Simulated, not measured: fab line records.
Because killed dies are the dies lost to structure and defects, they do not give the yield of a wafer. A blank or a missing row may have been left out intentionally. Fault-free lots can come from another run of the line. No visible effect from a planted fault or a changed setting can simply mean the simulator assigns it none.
Matching of chambers	flow n5-finfet	4 sister chambers for N5_BEOL_M0_SAQP_DESCUM_45 on rie-diel-02
The step chemistry O2, time 7 s. 14 wafers are shown with their chamber, then 7 later ones without.

== WAFERS, EACH WITH ITS CHAMBER ==
wafer	chamber	oes-product-au (a.u.)	throttle-valve-pct (%)	showerhead-plenum-p-Torr (Torr)
L074.2	3	0.70	20.53	1.99
L074.3	1	0.72	20.73	1.99
L074.6	3	0.70	20.52	1.99
L076.2	3	0.69	20.55	1.99
L076.5	3	0.70	20.55	1.99
L076.6	2	0.68	20.68	2.05
L080.1	3	0.69	20.57	1.99
L080.2	2	0.67	20.71	2.04
L080.3	0	0.98	20.19	2.05
L080.4	1	0.71	20.77	1.98
L080.5	2	0.68	20.68	2.04
L080.6	1	0.71	20.76	1.98
L082.1	3	0.69	20.56	1.99
L082.2	0	0.96	20.21	2.05

SIGNATURES (means of the wafers above)
reading	chamber 0	chamber 1	chamber 2	chamber 3	scatter within a chamber
oes-product-au	0.9700	0.7133	0.6767	0.6950	0.00695
throttle-valve-pct	20.2000	20.7533	20.6900	20.5467	0.0184
showerhead-plenum-p-Torr	2.0500	1.9833	2.0433	1.9900	0.00365
Rule: a wafer's distance from a chamber is the root of the sum, over the readings, of the square of ((its reading less the chamber's mean) divided by the reading's scatter). The wafer belongs to the nearest chamber; if the next one is less than 2 further off, it can't be placed. The scatter: the root of (the sum of the squares of (reading less its chamber's mean) over the shown wafers, divided by (wafers less chambers)).

== WAFERS WHOSE CHAMBER IS MISSING ==
wafer	oes-product-au (a.u.)	throttle-valve-pct (%)	showerhead-plenum-p-Torr (Torr)
L082.5	0.69	20.57	1.99
L091.2	0.91	20.23	2.04
L091.4	0.70	20.80	1.98
L091.6	0.92	20.24	2.04
L096.1	0.67	20.60	1.98
L096.3	0.69	20.80	1.98
L096.5	0.92	20.38	2.04

== CHAMBER TAKEN BY EACH ==
wafer	from the rows above	in truth
L082.5	3	3
L091.2	0	0
L091.4	1	1
L091.6	0	0
L096.1	3	3
L096.3	1	1
L096.5	0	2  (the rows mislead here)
6 of 7 placed correctly. Left unplaced by these rows: 0. Number placed wrongly: 1.
